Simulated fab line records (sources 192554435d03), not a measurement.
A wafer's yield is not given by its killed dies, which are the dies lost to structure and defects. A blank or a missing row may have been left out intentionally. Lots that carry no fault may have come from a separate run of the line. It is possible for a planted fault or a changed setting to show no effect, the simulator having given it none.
Chamber matching | flow n5 finfet | N5_BEOL_M14_DEP_53 on pecvd-02: 3 sister chambers
The step deposits SiCN from 3MS/NH3, target thk 50 nm, time 17.8 s. 3 wafers are shown with their chamber, then 7 later ones without.

EACH WAFER AND ITS CHAMBER
wafer  | chamber | throttle valve pct (%)
L084.4 | 2       | 16.6
L091.1 | 0       | 19.0
L091.2 | 1       | 19.0

WAFERS WHOSE CHAMBER IS MISSING
wafer  | throttle valve pct (%)
L091.6 | 19.1
L094.1 | 19.0
L094.2 | 16.6
L094.4 | 19.4
L097.1 | 19.1
L097.2 | 19.1
L097.6 | 19.0

EACH ONE'S CHAMBER
wafer  | from the rows above     | in truth
L091.6 | can't be placed: 0 or 1 | 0
L094.1 | can't be placed: 0 or 1 | 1
L094.2 | 2                       | 2
L094.4 | can't be placed: 0 or 1 | 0
L097.1 | can't be placed: 0 or 1 | 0
L097.2 | can't be placed: 0 or 1 | 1
L097.6 | can't be placed: 0 or 1 | 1
Correctly placed: 1 of 7. Can't be placed from these rows: 6 (the true chamber is among the candidates in 6). Wrongly placed: 0.
How it was worked out, from the rows above alone: a wafer's distance from a chamber is the root of the sum, over the readings, of the square of ((its reading less the chamber's mean) divided by the reading's scatter). The wafer belongs to the nearest chamber; if the next one is less than 2 further off, it can't be placed. A chamber's mean is the mean of its shown wafers. The scatter: with one shown wafer a chamber, the root of the mean of the squares of how far each hidden wafer lies from its nearest shown one.
